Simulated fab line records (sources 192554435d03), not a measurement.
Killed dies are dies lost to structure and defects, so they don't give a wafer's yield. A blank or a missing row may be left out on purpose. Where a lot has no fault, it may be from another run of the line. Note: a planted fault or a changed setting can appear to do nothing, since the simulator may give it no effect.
Chamber matching + flow n5_finfet + N5_GATE_CUT_STRIP_41 on rie_diel-04: 4 sister chambers
The step strips in CF4. 22 wafers are shown with their chamber, then 11 later ones without.

## WAFERS WITH THEIR CHAMBER
| wafer  | chamber | showerhead_plenum_p_Torr (Torr) | drypump_motor_current_A (A) | throttle_valve_pct (%) |
|--------|---------|---------------------------------|-----------------------------|------------------------|
| L074.1 | 3       | 1.81                            | 5.5                         | 13.48                  |
| L074.2 | 1       | 1.85                            | 5.6                         | 13.64                  |
| L074.5 | 3       | 1.81                            | 5.5                         | 13.48                  |
| L078.4 | 2       | 1.74                            | 5.6                         | 13.45                  |
| L078.5 | 0       | 1.78                            | 6.3                         | 14.08                  |
| L078.6 | 1       | 1.85                            | 5.5                         | 13.66                  |
| L080.1 | 3       | 1.81                            | 5.5                         | 13.51                  |
| L080.4 | 0       | 1.77                            | 6.3                         | 14.11                  |
| L080.5 | 0       | 1.77                            | 6.3                         | 14.08                  |
| L082.1 | 2       | 1.74                            | 5.6                         | 13.45                  |
| L082.3 | 1       | 1.85                            | 5.5                         | 13.68                  |
| L082.5 | 1       | 1.85                            | 5.6                         | 13.66                  |
| L086.3 | 2       | 1.74                            | 5.6                         | 13.49                  |
| L086.4 | 0       | 1.77                            | 6.3                         | 14.12                  |
| L086.5 | 3       | 1.81                            | 5.5                         | 13.53                  |
| L089.2 | 2       | 1.74                            | 5.6                         | 13.51                  |
| L089.3 | 1       | 1.85                            | 5.6                         | 13.71                  |
| L089.6 | 2       | 1.74                            | 5.6                         | 13.52                  |
| L090.1 | 1       | 1.84                            | 5.5                         | 13.72                  |
| L090.2 | 2       | 1.74                            | 5.6                         | 13.50                  |
| L090.6 | 2       | 1.74                            | 5.6                         | 13.52                  |
| L094.1 | 0       | 1.77                            | 6.2                         | 13.57                  |

SIGNATURES (averages over the wafers above)
| reading                  | chamber 0 | chamber 1 | chamber 2 | chamber 3 | scatter within a chamber |
|--------------------------|-----------|-----------|-----------|-----------|--------------------------|
| showerhead_plenum_p_Torr | 1.7720    | 1.8483    | 1.7400    | 1.8100    | 0.00301                  |
| drypump_motor_current_A  | 6.280     | 5.550     | 5.600     | 5.500     | 0.0357                   |
| throttle_valve_pct       | 13.9920   | 13.6783   | 13.4914   | 13.5000   | 0.115                    |
Rule: a wafer's distance from a chamber is the root of the sum, over the readings, of the square of ((its reading less the chamber's mean) divided by the reading's scatter). The wafer belongs to the nearest chamber; if the next one is less than 2 further off, it can't be placed. How the scatter is found: for the shown wafers, subtract from each reading the mean of its chamber, square and add these, divide the total by (wafers less chambers), then take the root.

## WAFERS WITH NO CHAMBER GIVEN
| wafer  | showerhead_plenum_p_Torr (Torr) | drypump_motor_current_A (A) | throttle_valve_pct (%) |
|--------|---------------------------------|-----------------------------|------------------------|
| L094.5 | 1.74                            | 5.6                         | 13.53                  |
| L094.6 | 1.77                            | 6.3                         | 13.57                  |
| L095.2 | 1.84                            | 5.6                         | 13.74                  |
| L095.5 | 1.77                            | 6.3                         | 13.58                  |
| L095.6 | 1.84                            | 5.6                         | 13.74                  |
| L096.1 | 1.73                            | 5.6                         | 13.55                  |
| L096.2 | 1.77                            | 6.3                         | 13.58                  |
| L096.3 | 1.84                            | 5.5                         | 13.74                  |
| L097.1 | 1.77                            | 6.3                         | 13.59                  |
| L097.2 | 1.80                            | 5.5                         | 13.57                  |
| L097.4 | 1.73                            | 5.6                         | 13.55                  |

## THE CHAMBER EACH PASSED THROUGH
| wafer  | from the rows above | in truth |
|--------|---------------------|----------|
| L094.5 | 2                   | 2        |
| L094.6 | 0                   | 0        |
| L095.2 | 1                   | 1        |
| L095.5 | 0                   | 0        |
| L095.6 | 1                   | 1        |
| L096.1 | 2                   | 2        |
| L096.2 | 0                   | 0        |
| L096.3 | 1                   | 1        |
| L097.1 | 0                   | 0        |
| L097.2 | 3                   | 3        |
| L097.4 | 2                   | 2        |
Correct placement for 11 of the 11. Can't be placed from these rows: 0. 0 placed wrongly.
